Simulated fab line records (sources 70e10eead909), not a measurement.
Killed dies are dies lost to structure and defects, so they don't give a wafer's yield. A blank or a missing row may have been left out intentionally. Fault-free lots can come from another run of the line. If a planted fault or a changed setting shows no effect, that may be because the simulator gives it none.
Chamber matching    flow nand-harc    3 sister chambers for NHARC_P_M2_PRE_CLEAN_32 on pecvd-01
The step time 12 s. 20 wafers are shown with their chamber, then 10 later ones without.

== WAFERS WITH THEIR CHAMBER ==
wafer   chamber  heater-power-w (W)  heater-power-outer-w (W)
L076.2  1        811                 532
L076.5  1        829                 532
L076.6  2        663                 395
L078.1  2        664                 383
L078.5  0        608                 359
L078.6  1        872                 554
L079.1  2        676                 375
L079.5  2        683                 384
L079.6  0        613                 376
L084.1  2        601                 322
L084.2  1        840                 559
L084.6  1        839                 536
L086.1  0        640                 390
L086.2  1        747                 466
L086.5  2        662                 380
L087.1  1        808                 503
L087.3  0        608                 360
L087.6  1        782                 504
L089.2  0        627                 384
L089.5  1        825                 532

SIGNATURES, as means of the wafers listed above
reading               chamber 0  chamber 1  chamber 2  scatter within a chamber
heater-power-w        619.20     817.00     658.17     30.2
heater-power-outer-w  373.80     524.22     373.17     25.2
Rule: for each reading, subtract the chamber's mean from the wafer's reading, divide by that reading's scatter and square the result; add these up over the readings and take the root, which gives the wafer's distance from the chamber. The wafer belongs to the nearest chamber; if the next one is less than 2 further off, it can't be placed. How the scatter is found: for the shown wafers, subtract from each reading the mean of its chamber, square and add these, divide the total by (wafers less chambers), then take the root.

== WAFERS WITHOUT THEIR CHAMBER ==
wafer   heater-power-w (W)  heater-power-outer-w (W)
L089.6  623                 383
L088.2  789                 507
L088.3  570                 309
L088.5  625                 365
L091.2  564                 319
L091.4  763                 481
L091.6  625                 342
L093.1  680                 417
L093.4  628                 329
L093.6  577                 340

== THE CHAMBER EACH PASSED THROUGH ==
wafer   from the rows above      in truth
L089.6  can't be placed: 0 or 2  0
L088.2  1                        1
L088.3  can't be placed: 0 or 2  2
L088.5  can't be placed: 0 or 2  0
L091.2  can't be placed: 0 or 2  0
L091.4  1                        1
L091.6  can't be placed: 0 or 2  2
L093.1  can't be placed: 2 or 0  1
L093.4  can't be placed: 0 or 2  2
L093.6  can't be placed: 0 or 2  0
Correct placement for 2 of the 10. These rows do not allow placing 8 (true chamber among the candidates in 7). Number placed wrongly: 0.
